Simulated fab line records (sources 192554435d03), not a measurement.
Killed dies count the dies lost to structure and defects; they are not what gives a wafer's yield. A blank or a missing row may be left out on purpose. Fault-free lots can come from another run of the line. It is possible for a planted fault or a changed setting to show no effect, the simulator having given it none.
Chamber matching	flow n5 finfet	N5_BEOL_M3_STRIP_66 on rie diel-02 has 3 sister chambers
The step strips in CF4. 3 wafers are shown with their chamber, then 5 later ones without.

== EACH WAFER AND ITS CHAMBER ==
wafer	chamber	drypump motor current A (A)
L090.1	1	5.1
L093.1	2	6.3
L093.2	3	6.4

== WAFERS WHOSE CHAMBER IS MISSING ==
wafer	drypump motor current A (A)
L093.6	5.1
L095.1	6.3
L095.5	6.5
L096.1	5.1
L096.4	6.3

== WHICH CHAMBER EACH WENT THROUGH ==
wafer	from the rows above	in truth
L093.6	1	1
L095.1	2	2
L095.5	3	3
L096.1	1	1
L096.4	2	2
Placed correctly: 5 of 5. Not placeable from these rows: 0. Number placed wrongly: 0.
How it was worked out, from the rows above alone: a wafer's distance from a chamber is the root of the sum, over the readings, of the square of ((its reading less the chamber's mean) divided by the reading's scatter). If the next closest chamber is less than 2 further off than the closest, the wafer can't be placed; otherwise it belongs to the closest. The mean given for a chamber averages the wafers shown for that chamber. The scatter: with one shown wafer a chamber, the root of the mean of the squares of how far each hidden wafer lies from its nearest shown one.
